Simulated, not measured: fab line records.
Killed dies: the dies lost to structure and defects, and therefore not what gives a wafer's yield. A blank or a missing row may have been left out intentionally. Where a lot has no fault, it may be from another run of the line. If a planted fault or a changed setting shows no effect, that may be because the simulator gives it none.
fab line records	flow nandHarc
record: lots: 7	wafers: 21	lastDay: 25
route steps=1159 shown A_CONTACT@861 END@1159
lots untouched by any fault: they come from a run of this same line in which no faults occurred
startH: hours from the record's opening day to when the first of the lot's shown wafers began	waitH: hours since the lot's step before	" identical to the entry in the row above	L1.1+2: a single row standing in for several wafers	- value missing, or start not given	* or withheld: withheld	< > ~ a bound
route shown NAME@n: NAME is a module with steps in the file, n the number in the route of the first one	usual: the fault-free wafers' mean and standard deviation	same: alike in all rows	chamber/n: place in a boat	sites: per-site readings	_std_site: the values' standard deviation	_edge_site: outer sites' mean less inner sites'	radiusMm: for every site, how far away it sits from the centre of the wafer	mask NAME#n: copy n	behind: the last tool/chamber to shape the wafer	hold: the reason the lot was held/the length of the hold in hours/how it ended	device: the n, p or np transistor that did not switch	end of line: the tests these same wafers got at the end of their route	for a step that has no rows: nothing shown but its recipe	killed: the dies lost at the first sort to structure and to defects; this is not the yield of the wafer	map: the dies of a wafer, with x for killed, . for not killed, _ for no die there
set.NAME: the run value of the setting; set.NAME@STEP: its run value at that earlier step	model.NAME: the simulator's own value behind a step, which no gauge read
lots at selected steps of the route; one table per step, one row per wafer
== steps ==
step: NHARC_A_CONTACT_ETCH_51
recipe: targetDepthA: 36000	overEtchFrac: 0.3	timeS: 936	ionEnergyEv: 150	o2FlowSccm: 400	cosFlowSccm: 20	arFlowSccm: 0	rfW: 500	biasW: 300	chemistry: O2/COS
step: NHARC_A_CONTACT_ETCH_111
recipe: sourceW: withheld	pressureMtorr: 20	biasV: withheld	timeS: 140	targetDepthA: 7000	arFlowSccm: withheld	c4f8FlowSccm: withheld	o2FlowSccm: withheld	chemistry: C4F8/O2/Ar
step: NHARC_A_CONTACT_ETCH_112
recipe: sourceW: withheld	pressureMtorr: 20	biasV: 3000	timeS: 94	targetDepthA: 9220	arFlowSccm: withheld	c4f8FlowSccm: withheld	o2FlowSccm: withheld	chemistry: C4F8/O2/Ar
step: NHARC_A_CONTACT_ETCH_113
recipe: sourceW: withheld	pressureMtorr: 20	biasV: 3000	timeS: 94	targetDepthA: 9220	arFlowSccm: withheld	c4f8FlowSccm: withheld	o2FlowSccm: withheld	chemistry: C4F8/O2/Ar
usual: chamberPressureMTorr: 19.998/0.018	oesAirLineAu: 1.000/0.019
same: timeS: 94
lot.wafer	tool	chamber	startH	waitH	chamberPressureMTorr	oesAirLineAu	rfHoursCounterH
L403.1	harCapEtch-03	1	358.77	0.1	19.990	0.995	79
L403.6	"	1	"	"	19.993	1.028	-
L403.5	"	0	"	"	19.997	0.993	-
L405.2	harCapEtch-02	1	386.48	0.1	19.983	0.989	12
L405.4	"	1	"	"	20.011	1.008	-
L405.5	"	1	"	"	19.974	1.015	-
L412.2	harCapEtch-02	0	427.49	0.1	19.981	1.008	18
L412.1	"	1	"	"	20.013	0.957	18
L412.6	"	0	"	"	19.982	0.987	-
L413.2	harCapEtch-01	1	427.96	0.1	20.027	0.983	64
L413.4	"	1	"	"	20.004	0.995	-
L413.3	"	0	"	"	20.010	1.037	-
L414.1	harCapEtch-03	1	435.02	0.1	20.002	0.966	93
L414.5	"	0	"	"	20.009	0.996	-
L414.6	"	1	"	"	20.014	0.948	-
L425.2	harCapEtch-03	0	504.78	0.1	20.009	1.005	104
L425.4	"	1	"	"	19.985	0.991	-
L425.6	"	0	"	"	19.973	0.971	-
L422.1	harCapEtch-01	1	508.77	0.1	20.001	0.999	77
L422.3	"	1	"	"	19.986	1.006	-
L422.6	"	0	"	"	20.016	1.032	-
step: NHARC_A_CONTACT_ETCH_114
recipe: sourceW: withheld	pressureMtorr: 20	biasV: 3000	timeS: 94	targetDepthA: 9220	arFlowSccm: withheld	c4f8FlowSccm: withheld	o2FlowSccm: withheld	chemistry: C4F8/O2/Ar
usual: chamberPressureMTorr: 19.999/0.018	oesAirLineAu: 1.000/0.021
same: timeS: 94
lot.wafer	tool	chamber	startH	waitH	chamberPressureMTorr	oesAirLineAu	rfHoursCounterH
L403.1	harCapEtch-03	1	358.86	0.1	19.991	1.024	79
L403.6	"	1	"	"	20.021	1.006	-
L403.5	"	0	"	"	19.981	0.965	-
L405.2	harCapEtch-02	1	386.57	0.1	20.002	1.025	12
L405.4	"	1	"	"	20.002	1.009	-
L405.5	"	1	"	"	20.039	0.986	-
L412.2	harCapEtch-02	0	427.58	0.1	19.983	1.039	18
L412.1	"	1	"	"	19.995	1.008	18
L412.6	"	0	"	"	19.992	1.027	-
L413.2	harCapEtch-01	1	428.05	0.1	20.013	0.986	64
L413.4	"	1	"	"	19.994	0.960	-
L413.3	"	0	"	"	19.990	1.018	-
L414.1	harCapEtch-03	1	435.11	0.1	20.011	1.007	93
L414.5	"	0	"	"	19.995	0.990	-
L414.6	"	1	"	"	20.010	1.024	-
L425.2	harCapEtch-03	0	504.87	0.1	20.007	0.998	105
L425.4	"	1	"	"	19.997	1.008	-
L425.6	"	0	"	"	19.981	0.982	-
L422.1	harCapEtch-01	1	508.86	0.1	19.978	0.993	77
L422.3	"	1	"	"	20.022	0.995	-
L422.6	"	0	"	"	19.974	0.981	-
step: NHARC_A_CONTACT_ETCH_115
recipe: sourceW: withheld	pressureMtorr: 20	biasV: 3000	timeS: 94	targetDepthA: 9220	arFlowSccm: withheld	c4f8FlowSccm: withheld	o2FlowSccm: withheld	chemistry: C4F8/O2/Ar
step: NHARC_A_CONTACT_ETCH_116
recipe: sourceW: withheld	pressureMtorr: 20	biasV: 3000	timeS: 94	targetDepthA: 9220	arFlowSccm: withheld	c4f8FlowSccm: withheld	o2FlowSccm: withheld	chemistry: C4F8/O2/Ar
step: NHARC_A_CONTACT_ETCH_117
recipe: sourceW: withheld	pressureMtorr: 20	biasV: 3000	timeS: 94	targetDepthA: 9220	arFlowSccm: withheld	c4f8FlowSccm: withheld	o2FlowSccm: withheld	chemistry: C4F8/O2/Ar
usual: chamberPressureMTorr: 20.001/0.02	oesAirLineAu: 0.998/0.022
same: timeS: 94
lot.wafer	tool	chamber	startH	waitH	chamberPressureMTorr	oesAirLineAu	rfHoursCounterH
L403.1	harCapEtch-03	1	359.13	0.1	19.996	1.033	79
L403.6	"	1	"	"	20.025	1.012	-
L403.5	"	0	"	"	19.993	0.997	-
L405.2	harCapEtch-02	1	386.85	0.1	19.975	1.006	12
L405.4	"	1	"	"	20.021	0.986	-
L405.5	"	1	"	"	20.019	0.989	-
L412.2	harCapEtch-02	0	427.85	0.1	20.023	1.005	18
L412.1	"	1	"	"	19.956	0.960	18
L412.6	"	0	"	"	20.023	0.985	-
L413.2	harCapEtch-01	1	428.32	0.1	20.017	1.016	65
L413.4	"	1	"	"	19.999	1.031	-
L413.3	"	0	"	"	19.985	1.004	-
L414.1	harCapEtch-03	1	435.38	0.1	19.997	0.985	93
L414.5	"	0	"	"	19.985	0.991	-
L414.6	"	1	"	"	19.960	0.950	-
L425.2	harCapEtch-03	0	505.14	0.1	20.005	0.979	105
L425.4	"	1	"	"	19.991	0.982	-
L425.6	"	0	"	"	19.987	0.988	-
L422.1	harCapEtch-01	1	509.14	0.1	20.038	0.987	77
L422.3	"	1	"	"	20.008	1.034	-
L422.6	"	0	"	"	19.974	0.968	-
step: NHARC_A_CONTACT_ETCH_118
recipe: sourceW: withheld	pressureMtorr: 20	biasV: 3000	timeS: 94	targetDepthA: 9220	arFlowSccm: withheld	c4f8FlowSccm: withheld	o2FlowSccm: withheld	chemistry: C4F8/O2/Ar
step: NHARC_A_CONTACT_ETCH_119
recipe: sourceW: withheld	pressureMtorr: 20	biasV: 3000	timeS: 94	targetDepthA: 9220	arFlowSccm: withheld	c4f8FlowSccm: withheld	o2FlowSccm: withheld	chemistry: C4F8/O2/Ar
usual: chamberPressureMTorr: 19.998/0.018	oesAirLineAu: 1.001/0.019
same: timeS: 94
lot.wafer	tool	chamber	startH	waitH	chamberPressureMTorr	oesAirLineAu	rfHoursCounterH
L403.1	harCapEtch-03	1	359.31	0.1	20.009	0.997	79
L403.6	"	1	"	"	20.005	1.021	-
L403.5	"	0	"	"	20.020	1.013	-
L405.2	harCapEtch-02	1	387.03	0.1	20.037	1.018	12
L405.4	"	1	"	"	19.999	1.009	-
L405.5	"	1	"	"	19.983	0.973	-
L412.2	harCapEtch-02	0	428.03	0.1	19.990	1.021	18
L412.1	"	1	"	"	20.020	0.992	18
L412.6	"	0	"	"	19.989	1.022	-
L413.2	harCapEtch-01	1	428.50	0.1	19.992	0.973	65
L413.4	"	1	"	"	19.964	0.980	-
L413.3	"	0	"	"	19.995	0.999	-
L414.1	harCapEtch-03	1	435.57	0.1	19.992	0.999	93
L414.5	"	0	"	"	20.006	1.000	-
L414.6	"	1	"	"	19.990	0.979	-
L425.2	harCapEtch-03	0	505.32	0.1	20.004	1.001	105
L425.4	"	1	"	"	19.994	1.046	-
L425.6	"	0	"	"	20.014	0.990	-
L422.1	harCapEtch-01	1	509.32	0.1	20.026	0.993	77
L422.3	"	1	"	"	20.014	0.996	-
L422.6	"	0	"	"	20.003	0.999	-
step: NHARC_A_CONTACT_ETCH_120
recipe: sourceW: withheld	pressureMtorr: 20	biasV: 3000	timeS: 94	targetDepthA: 9220	arFlowSccm: withheld	c4f8FlowSccm: withheld	o2FlowSccm: withheld	chemistry: C4F8/O2/Ar
step: NHARC_A_CONTACT_ETCH_121
recipe: sourceW: withheld	pressureMtorr: 20	biasV: 3000	timeS: 94	targetDepthA: 9220	arFlowSccm: withheld	c4f8FlowSccm: withheld	o2FlowSccm: withheld	chemistry: C4F8/O2/Ar
usual: chamberPressureMTorr: 19.999/0.02	oesAirLineAu: 0.997/0.02
same: timeS: 94
lot.wafer	tool	chamber	startH	waitH	chamberPressureMTorr	oesAirLineAu	rfHoursCounterH
L403.1	harCapEtch-03	1	359.49	0.1	20.005	0.966	79
L403.6	"	1	"	"	19.991	0.957	-
L403.5	"	0	"	"	19.992	1.006	-
L405.2	harCapEtch-02	1	387.21	0.1	20.004	0.981	12
L405.4	"	1	"	"	20.026	1.009	-
L405.5	"	1	"	"	19.984	1.033	-
L412.2	harCapEtch-02	0	428.22	0.1	19.986	1.012	18
L412.1	"	1	"	"	20.016	1.009	18
L412.6	"	0	"	"	19.967	1.017	-
L413.2	harCapEtch-01	1	428.69	0.1	19.985	1.008	65
L413.4	"	1	"	"	19.970	0.987	-
L413.3	"	0	"	"	20.011	0.995	-
L414.1	harCapEtch-03	1	435.75	0.1	19.979	0.962	94
L414.5	"	0	"	"	19.965	1.009	-
L414.6	"	1	"	"	20.040	1.007	-
L425.2	harCapEtch-03	0	505.51	0.1	20.005	0.970	105
L425.4	"	1	"	"	20.001	0.992	-
L425.6	"	0	"	"	19.979	1.018	-
L422.1	harCapEtch-01	1	509.50	0.1	19.976	0.985	77
L422.3	"	1	"	"	20.002	1.019	-
L422.6	"	0	"	"	20.001	0.986	-
step: NHARC_A_CONTACT_ETCH_122
recipe: sourceW: withheld	pressureMtorr: 20	biasV: 3000	timeS: 95	targetDepthA: 9300	arFlowSccm: withheld	c4f8FlowSccm: withheld	o2FlowSccm: withheld	chemistry: C4F8/O2/Ar
usual: chamberPressureMTorr: 20.004/0.018	oesAirLineAu: 0.999/0.02	timeS: 95/0
lot.wafer	tool	chamber	startH	waitH	chamberPressureMTorr	oesAirLineAu	rfHoursCounterH	timeS
L403.1	harCapEtch-03	1	359.58	0.1	20.009	1.025	79	95
L403.6	"	1	"	"	19.994	1.015	-	95
L403.5	"	0	"	"	19.956	0.984	-	95
L405.2	harCapEtch-02	1	387.30	0.1	20.020	0.978	13	95
L405.4	"	1	"	"	20.009	0.988	-	95
L405.5	"	1	"	"	19.994	0.989	-	95
L412.2	harCapEtch-02	0	428.31	0.1	-	-	-	-
L412.1	"	1	"	"	-	-	-	-
L412.6	"	0	"	"	-	-	-	-
L413.2	harCapEtch-01	1	428.78	0.1	-	-	-	-
L413.4	"	1	"	"	-	-	-	-
L413.3	"	0	"	"	-	-	-	-
L414.1	harCapEtch-03	1	435.84	0.1	-	-	-	-
L414.5	"	0	"	"	-	-	-	-
L414.6	"	1	"	"	-	-	-	-
L425.2	harCapEtch-03	0	505.60	0.1	20.025	1.021	105	95
L425.4	"	1	"	"	20.024	0.995	-	95
L425.6	"	0	"	"	20.009	0.994	-	95
L422.1	harCapEtch-01	1	509.59	0.1	19.980	1.038	77	95
L422.3	"	1	"	"	20.008	1.006	-	95
L422.6	"	0	"	"	19.990	0.975	-	95
step: NHARC_A_CONTACT_ETCH_123
recipe: sourceW: withheld	pressureMtorr: 20	biasV: 400	timeS: 253	targetDepthA: 10900	arFlowSccm: withheld	c4f8FlowSccm: 11.5	o2FlowSccm: 7.2	chemistry: C4F8/O2/Ar
step: NHARC_END_SORT_01
recipe: tempC: 25
usual: killedAtArray: 28/11	killedAtOther: 0.7/0.88	killedAtPeriphery: 3.1/2.2	killedDies: 31/12	killedOpen: 3.3/2	killedShort: 2.0/1.6
same: grossDies: 677
lot.wafer	tool	chamber	startH	waitH	killedAtArray	killedAtOther	killedAtPeriphery	killedDies	killedOpen	killedShort
L403.1	prober-02	0	443.46	2.5	38	1	3	42	4	2
L403.5	prober-02	0	446.68	3.7	29	2	2	33	2	1
L403.6	prober-02	0	447.49	4.0	39	1	1	41	5	4
L405.2	prober-01	0	459.99	2.8	15	1	6	22	2	1
L405.4	prober-01	0	461.56	3.4	15	2	2	19	3	0
L405.5	prober-01	0	462.35	3.6	25	0	6	31	5	2
L412.1	prober-02	0	498.65	2.5	673	0	4	677	5	4
L412.2	prober-02	0	499.45	2.8	674	2	1	677	2	4
L412.6	prober-02	0	502.65	4.0	674	1	2	677	5	2
L414.1	prober-01	0	501.93	2.5	677	0	0	677	0	0
L414.5	prober-01	0	505.12	3.7	674	0	3	677	2	2
L414.6	prober-01	0	505.92	4.0	674	0	3	677	4	2
L413.2	prober-02	0	507.26	2.8	674	0	3	677	5	2
L413.3	prober-02	0	508.07	3.1	674	1	2	677	2	4
L413.4	prober-02	0	508.89	3.4	676	0	1	677	4	1
L425.2	prober-01	0	578.78	2.8	35	0	5	40	6	0
L425.4	prober-01	0	580.37	3.4	33	1	5	39	5	3
L425.6	prober-01	0	581.97	4.0	53	0	5	58	10	3
L422.1	prober-01	0	585.71	2.5	25	0	7	32	3	1
L422.3	prober-01	0	587.33	3.1	23	0	2	25	3	0
L422.6	prober-01	0	589.77	4.1	24	0	2	26	3	1
killed by level:class
L403.1 A_STAIRCASE:chamberFilmFlake=13 A_SLIT:chamberFilmFlake=12 A_CHANNEL_HOLE_D1:chamberFilmFlake=6 P_M0:geometricParticle:open=2 A_CONTACT:chamberFilmFlake=2 A_ONON_D1:geometricParticle:short=1 A_CHANNEL_FILL_D1:geometricParticle:short=1 A_WL_FILL:geometricParticle:open=1
L403.5 A_CHANNEL_HOLE_D1:chamberFilmFlake=9 A_SLIT:chamberFilmFlake=9 A_STAIRCASE:chamberFilmFlake=6 A_CHANNEL_FILL_D1:chamberFilmFlake=2 THIN_TSV:chamberFilmFlake=2 A_CHANNEL_HOLE_D1:geometricParticle:short=1 A_CONTACT:geometricParticle:open=1 A_M0:geometricParticle:open=1
L403.6 A_CHANNEL_HOLE_D1:chamberFilmFlake=12 A_SLIT:chamberFilmFlake=10 A_STAIRCASE:chamberFilmFlake=7 A_ONON_D1:geometricParticle:short=2 P_GATE:geometricParticle:short=1 A_SOURCE_PLATE:geometricParticle:open=1 A_ONON_D1:geometricParticle:open=1 A_WL_FILL:geometricParticle:short=1
L405.2 A_CHANNEL_HOLE_D1:chamberFilmFlake=10 P_ZERO_WELL:chamberFilmFlake=2 P_GATE:chamberFilmFlake=2 A_CONTACT:chamberFilmFlake=2 P_M0:geometricParticle:open=1 A_SOURCE_PLATE:geometricParticle:open=1 A_WL_FILL:geometricParticle:short=1 P_STI:chamberFilmFlake=1
L405.4 A_CHANNEL_HOLE_D1:chamberFilmFlake=6 A_CHANNEL_FILL_D1:chamberFilmFlake=2 A_BLC:geometricParticle:open=2 THIN_TSV:chamberFilmFlake=2 A_CHANNEL_HOLE_D1:geometricParticle:open=1 P_CONTACT:chamberFilmFlake=1 P_M2:chamberFilmFlake=1 A_STAIRCASE:chamberFilmFlake=1
L405.5 A_CHANNEL_HOLE_D1:chamberFilmFlake=13 P_ZERO_WELL:chamberFilmFlake=3 A_CONTACT:chamberFilmFlake=3 P_CONTACT:geometricParticle:open=2 A_WL_FILL:geometricParticle:open=2 A_STAIRCASE:chamberFilmFlake=2 P_M0:geometricParticle:open=1 A_CHANNEL_FILL_D1:geometricParticle:short=1
L412.1 A_CONTACT:areaEtch=657 A_STAIRCASE:chamberFilmFlake=4 P_CONTACT:geometricParticle:open=2 P_M1:geometricParticle:open=2 A_CHANNEL_FILL_D1:geometricParticle:short=2 A_CHANNEL_HOLE_D1:chamberFilmFlake=2 A_CONTACT:chamberFilmFlake=2 A_ONON_D1:geometricParticle:short=1
L412.2 A_CONTACT:areaEtch=659 A_CHANNEL_HOLE_D1:chamberFilmFlake=4 A_STAIRCASE:chamberFilmFlake=4 A_ZERO_WELL:chamberFilmFlake=2 P_CONTACT:geometricParticle:short=1 A_ONON_D1:geometricParticle:short=1 A_ONON_D1:geometricParticle:open=1 A_WL_FILL:geometricParticle:short=1
L414.1 A_CONTACT:areaEtch=648 A_SLIT:chamberFilmFlake=13 A_STAIRCASE:chamberFilmFlake=8 A_CHANNEL_HOLE_D1:chamberFilmFlake=5 A_CONTACT:chamberFilmFlake=2 A_CHANNEL_FILL_D1:chamberFilmFlake=1
L412.6 A_CONTACT:areaEtch=663 A_CONTACT:geometricParticle:open=2 A_CHANNEL_HOLE_D1:chamberFilmFlake=2 P_M0:geometricParticle:open=1 A_ONON_D1:geometricParticle:open=1 A_ONON_D1:geometricParticle:short=1 A_WL_FILL:geometricParticle:short=1 P_STI:chamberFilmFlake=1
L414.5 A_CONTACT:areaEtch=646 A_SLIT:chamberFilmFlake=15 A_STAIRCASE:chamberFilmFlake=3 A_CONTACT:chamberFilmFlake=3 A_CHANNEL_HOLE_D1:chamberFilmFlake=2 A_WL_FILL:chamberFilmFlake=2 P_CONTACT:geometricParticle:open=1 A_CHANNEL_FILL_D1:geometricParticle:short=1
L414.6 A_CONTACT:areaEtch=650 A_SLIT:chamberFilmFlake=8 A_CHANNEL_HOLE_D1:chamberFilmFlake=4 A_STAIRCASE:chamberFilmFlake=4 A_CONTACT:chamberFilmFlake=3 P_CONTACT:geometricParticle:open=2 P_GATE:geometricParticle:short=1 A_ONON_D1:geometricParticle:open=1
L413.2 A_CONTACT:areaEtch=627 A_CHANNEL_HOLE_D1:chamberFilmFlake=15 A_SLIT:chamberFilmFlake=14 A_CONTACT:chamberFilmFlake=5 A_WL_FILL:chamberFilmFlake=4 P_CONTACT:geometricParticle:open=2 A_ONON_D1:geometricParticle:open=2 A_STAIRCASE:chamberFilmFlake=2
L413.3 A_CONTACT:areaEtch=642 A_SLIT:chamberFilmFlake=12 A_CHANNEL_HOLE_D1:chamberFilmFlake=11 A_CHANNEL_FILL_D1:geometricParticle:short=2 A_STAIRCASE:chamberFilmFlake=2 P_M0:geometricParticle:open=1 A_ONON_D1:geometricParticle:open=1 A_WL_FILL:geometricParticle:short=1
L413.4 A_CONTACT:areaEtch=636 A_CHANNEL_HOLE_D1:chamberFilmFlake=15 A_SLIT:chamberFilmFlake=11 A_M1:chamberFilmFlake=3 A_CONTACT:geometricParticle:open=2 A_CHANNEL_FILL_D1:chamberFilmFlake=2 A_STAIRCASE:chamberFilmFlake=2 A_WL_FILL:chamberFilmFlake=2
L425.2 A_SLIT:chamberFilmFlake=13 A_CONTACT:chamberFilmFlake=8 A_CHANNEL_HOLE_D1:chamberFilmFlake=6 P_STI:chamberFilmFlake=4 A_STAIRCASE:chamberFilmFlake=2 P_CONTACT:geometricParticle:open=1 A_SOURCE_PLATE:geometricParticle:open=1 A_ONON_D1:geometricParticle:open=1
L425.4 A_SLIT:chamberFilmFlake=16 A_CHANNEL_HOLE_D1:chamberFilmFlake=6 P_STI:chamberFilmFlake=4 A_CONTACT:chamberFilmFlake=4 P_GATE:geometricParticle:open=1 A_SOURCE_PLATE:geometricParticle:open=1 A_ONON_D1:geometricParticle:open=1 A_CHANNEL_HOLE_D1:geometricParticle:short=1
L425.6 A_SLIT:chamberFilmFlake=21 A_CHANNEL_HOLE_D1:chamberFilmFlake=10 A_CONTACT:chamberFilmFlake=6 A_STAIRCASE:chamberFilmFlake=4 A_CONTACT:geometricParticle:open=3 P_STI:chamberFilmFlake=3 A_CHANNEL_FILL_D1:geometricParticle:open=2 A_WL_FILL:geometricParticle:short=2
L422.1 A_CHANNEL_HOLE_D1:chamberFilmFlake=14 P_CONTACT:chamberFilmFlake=6 A_CONTACT:chamberFilmFlake=4 A_STAIRCASE:chamberFilmFlake=2 P_CONTACT:geometricParticle:open=1 A_WL_FILL:geometricParticle:open=1 A_CONTACT:geometricParticle:open=1 A_M0:geometricParticle:short=1
L422.3 A_CHANNEL_HOLE_D1:chamberFilmFlake=13 A_CONTACT:geometricParticle:open=3 A_SLIT:chamberFilmFlake=2 A_CONTACT:chamberFilmFlake=2 P_STI:chamberFilmFlake=1 P_CONTACT:chamberFilmFlake=1 A_CHANNEL_FILL_D1:chamberFilmFlake=1 A_STAIRCASE:chamberFilmFlake=1
L422.6 A_CHANNEL_HOLE_D1:chamberFilmFlake=13 A_CONTACT:chamberFilmFlake=4 A_STAIRCASE:chamberFilmFlake=3 P_GATE:geometricParticle:open=1 A_WL_FILL:geometricParticle:short=1 A_CONTACT:geometricParticle:open=1 A_BLC:geometricParticle:open=1 P_STI:chamberFilmFlake=1
map L412.1 (x killed, . not)
____________x____________
_________xxxxxxx_________
_______xxxxxxxxxxx_______
______xxxxxxxxxxxxx______
_____xxxxxxxxxxxxxxx_____
____xxxxxxxxxxxxxxxxx____
____xxxxxxxxxxxxxxxxx____
___xxxxxxxxxxxxxxxxxxx___
___xxxxxxxxxxxxxxxxxxx___
__xxxxxxxxxxxxxxxxxxxxx__
__xxxxxxxxxxxxxxxxxxxxx__
_xxxxxxxxxxxxxxxxxxxxxxx_
_xxxxxxxxxxxxxxxxxxxxxxx_
_xxxxxxxxxxxxxxxxxxxxxxx_
_xxxxxxxxxxxxxxxxxxxxxxx_
_xxxxxxxxxxxxxxxxxxxxxxx_
xxxxxxxxxxxxxxxxxxxxxxxxx
xxxxxxxxxxxxxxxxxxxxxxxxx
xxxxxxxxxxxxxxxxxxxxxxxxx
xxxxxxxxxxxxxxxxxxxxxxxxx
xxxxxxxxxxxxxxxxxxxxxxxxx
_xxxxxxxxxxxxxxxxxxxxxxx_
_xxxxxxxxxxxxxxxxxxxxxxx_
_xxxxxxxxxxxxxxxxxxxxxxx_
_xxxxxxxxxxxxxxxxxxxxxxx_
_xxxxxxxxxxxxxxxxxxxxxxx_
__xxxxxxxxxxxxxxxxxxxxx__
__xxxxxxxxxxxxxxxxxxxxx__
___xxxxxxxxxxxxxxxxxxx___
___xxxxxxxxxxxxxxxxxxx___
____xxxxxxxxxxxxxxxxx____
____xxxxxxxxxxxxxxxxx____
_____xxxxxxxxxxxxxxx_____
______xxxxxxxxxxxxx______
_______xxxxxxxxxxx_______
_________xxxxxxx_________
____________x____________
map L413.2 (x killed, . not)
____________x____________
_________xxxxxxx_________
_______xxxxxxxxxxx_______
______xxxxxxxxxxxxx______
_____xxxxxxxxxxxxxxx_____
____xxxxxxxxxxxxxxxxx____
____xxxxxxxxxxxxxxxxx____
___xxxxxxxxxxxxxxxxxxx___
___xxxxxxxxxxxxxxxxxxx___
__xxxxxxxxxxxxxxxxxxxxx__
__xxxxxxxxxxxxxxxxxxxxx__
_xxxxxxxxxxxxxxxxxxxxxxx_
_xxxxxxxxxxxxxxxxxxxxxxx_
_xxxxxxxxxxxxxxxxxxxxxxx_
_xxxxxxxxxxxxxxxxxxxxxxx_
_xxxxxxxxxxxxxxxxxxxxxxx_
xxxxxxxxxxxxxxxxxxxxxxxxx
xxxxxxxxxxxxxxxxxxxxxxxxx
xxxxxxxxxxxxxxxxxxxxxxxxx
xxxxxxxxxxxxxxxxxxxxxxxxx
xxxxxxxxxxxxxxxxxxxxxxxxx
_xxxxxxxxxxxxxxxxxxxxxxx_
_xxxxxxxxxxxxxxxxxxxxxxx_
_xxxxxxxxxxxxxxxxxxxxxxx_
_xxxxxxxxxxxxxxxxxxxxxxx_
_xxxxxxxxxxxxxxxxxxxxxxx_
__xxxxxxxxxxxxxxxxxxxxx__
__xxxxxxxxxxxxxxxxxxxxx__
___xxxxxxxxxxxxxxxxxxx___
___xxxxxxxxxxxxxxxxxxx___
____xxxxxxxxxxxxxxxxx____
____xxxxxxxxxxxxxxxxx____
_____xxxxxxxxxxxxxxx_____
______xxxxxxxxxxxxx______
_______xxxxxxxxxxx_______
_________xxxxxxx_________
____________x____________
== key ==
firstSign: step: NHARC_A_CONTACT_ETCH_122	reading: toolRecord	direction: missing
effect: step: NHARC_END_SORT_01	reading: killedAtArray	direction: up	sigmas: 57	usual: 28	struck: 674
moreKillsBornAt: NHARC_A_CONTACT_ETCH_122@harCapEtch-02: 1979	NHARC_A_CONTACT_ETCH_122@harCapEtch-03: 1944	NHARC_A_CONTACT_ETCH_122@harCapEtch-01: 1905
metAt NHARC_A_CONTACT_ETCH_122
struckWafers L412.1,L412.2,L412.6,L413.2,L413.3,L413.4,L414.1,L414.5,L414.6
laterRowsLeftOut L412.1,L412.2,L412.6,L413.2,L413.3,L413.4,L414.1,L414.5,L414.6
testerLeftOut L412,L413,L414
onsetBetween 387.30 428.31
fault: kind: skippedStepWhole	tool: harCapEtch-01,harCapEtch-02,harCapEtch-03	chamber: -	onsetH: 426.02	steps: NHARC_A_CONTACT_ETCH_122	scope: struckLotsOnly
testerLeftOut: of these lots the tester's yield and bins aren't shown, on N5 and GAA mostly nor the transistor test; their killed dies are dies lost to structure and defects alone, not to doping, threshold or leakage, so they don't give the yield
laterRowsLeftOut: the simulator's readings of these wafers behind a module that went badly wrong aren't trusted and aren't shown, but for the sort
